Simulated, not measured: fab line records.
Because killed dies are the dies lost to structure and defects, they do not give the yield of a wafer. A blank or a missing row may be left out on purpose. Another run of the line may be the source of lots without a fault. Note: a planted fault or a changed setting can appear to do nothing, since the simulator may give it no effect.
Split-lot experiment    flow n5_finfet    39 wafers read from 7 lots, route of 1938 steps

ON THE SPLIT
At N5_HKMG_FIN_EXPOSE_09 (exposes mask NWFM), the setting dose_mj was moved away from the recipe's 39.25 on 18 of the 39 wafers read, by -7.1% to +6.3%. This setting was run at the recipe's value on the other wafers.

FROM THE SPLIT TO THE READING: what the file shows between them, 2 steps
- N5_HKMG_FIN_PEB_10: peb time 60 s
- N5_HKMG_FIN_DEVELOP_11: develop time 30 s

THE READING
cd_nm, in nm, at N5_HKMG_FIN_CD_MEAS_12 (target cd 92.8 nm). Typical for fault-free wafers on this fab line: 92.8 nm, with standard deviation 0.54 nm.

wafer   tool, chamber at the split  dose_mj as run  against the recipe  cd_nm, nm  against lot-mates on the recipe
L074.1  arfi_scanner-03, 0          39.25           recipe              92.5       -
L074.2  arfi_scanner-03, 0          39.25           recipe              93.0       -
L074.6  arfi_scanner-03, 0          39.25           recipe              92.6       -
L076.1  arfi_scanner-02, 0          36.45           -7.1%               87.4       -4.6
L076.2  arfi_scanner-02, 0          39.25           recipe              92.1       -
L076.3  arfi_scanner-02, 0          36.45           -7.1%               87.6       -4.4
L076.4  arfi_scanner-02, 0          39.25           recipe              91.9       -
L076.5  arfi_scanner-02, 0          36.45           -7.1%               87.6       -4.4
L076.6  arfi_scanner-02, 0          39.25           recipe              92.1       -
L086.1  arfi_scanner-01, 0          41.44           +5.6%               96.3       +3.3
L086.2  arfi_scanner-01, 0          41.44           +5.6%               96.3       +3.3
L086.3  arfi_scanner-01, 0          39.25           recipe              93.0       -
L086.4  arfi_scanner-01, 0          39.25           recipe              93.5       -
L086.5  arfi_scanner-01, 0          41.44           +5.6%               96.8       +3.8
L086.6  arfi_scanner-01, 0          39.25           recipe              92.6       -
L089.1  arfi_scanner-02, 0          40.13           +2.2%               93.9       +1.6
L089.2  arfi_scanner-02, 0          39.25           recipe              92.0       -
L089.3  arfi_scanner-02, 0          40.13           +2.2%               93.7       +1.4
L089.4  arfi_scanner-02, 0          40.13           +2.2%               94.3       +2.0
L089.5  arfi_scanner-02, 0          39.25           recipe              92.6       -
L089.6  arfi_scanner-02, 0          39.25           recipe              92.3       -
L091.1  arfi_scanner-03, 0          41.74           +6.3%               97.6       +4.5
L091.2  arfi_scanner-03, 0          41.74           +6.3%               97.2       +4.1
L091.3  arfi_scanner-03, 0          39.25           recipe              93.2       -
L091.4  arfi_scanner-03, 0          39.25           recipe              93.0       -
L091.5  arfi_scanner-03, 0          41.74           +6.3%               97.9       +4.8
L091.6  arfi_scanner-03, 0          39.25           recipe              93.2       -
L094.1  arfi_scanner-03, 0          39.25           recipe              93.0       -
L094.2  arfi_scanner-03, 0          36.96           -5.8%               89.8       -3.2
L094.3  arfi_scanner-03, 0          36.96           -5.8%               88.8       -4.2
L094.4  arfi_scanner-03, 0          39.25           recipe              92.7       -
L094.5  arfi_scanner-03, 0          39.25           recipe              93.4       -
L094.6  arfi_scanner-03, 0          36.96           -5.8%               89.0       -4.0
L097.1  arfi_scanner-03, 0          39.25           recipe              93.2       -
L097.2  arfi_scanner-03, 0          37.82           -3.6%               90.9       -2.2
L097.3  arfi_scanner-03, 0          39.25           recipe              92.8       -
L097.4  arfi_scanner-03, 0          37.82           -3.6%               90.9       -2.2
L097.5  arfi_scanner-03, 0          39.25           recipe              93.2       -
L097.6  arfi_scanner-03, 0          37.82           -3.6%               90.8       -2.3

THE FIT
A straight line over all 39 wafers: cd_nm changes by +0.681 nm for each +1% of dose_mj; r = +0.98; the points scatter about the line by 0.48 nm.
The same after taking each lot's own level away (the mean of its wafers on the recipe; 39 wafers): +0.651 nm for each +1%; r = +0.99; scatter 0.28 nm.
That fit puts the effect of the largest move of dose_mj on the reading at 4.6 nm.
From 92.03 to 93.13 nm: that is the span of the lots' own levels, equal to 2.0 times the standard deviation above.
The two slopes agree, so the slope changes little with the lot-to-lot level.
Check: for one of the wafers moved furthest among these (-7.1%), held out of the fit, the line's prediction against its lot-mates is -4.59 nm. It came out at -4.63 nm against them.

FURTHER SPLITS ON THESE WAFERS
These wafers also went through other splits before the reading. Each is held against what the fit with the lots' levels taken away leaves over:
other split on the same wafers                wafers away from the commonest value  r with cd_nm (lot level and that fit taken away)
N5_WELL_APT_EXPOSE_05 dose_mj                 15                                    -0.10
N5_FIN_CUT_CUT_ETCH_26 time_s                 15                                    -0.04
N5_FIN_CUT_CUT_ETCH_15 target_depth_a         9                                     +0.12
N5_STI_FIN_REVEAL_ETCHBACK_08 target_depth_a  15                                    +0.08
N5_DUMMY_GATE_ETCH_31 target_depth_a          18                                    -0.18
N5_SD_EPI_N_ETCH_35 source_w                  15                                    +0.11

FILE'S OWN FIT
cd_nm changes by +0.651 nm for each +1% of dose_mj, r = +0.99.
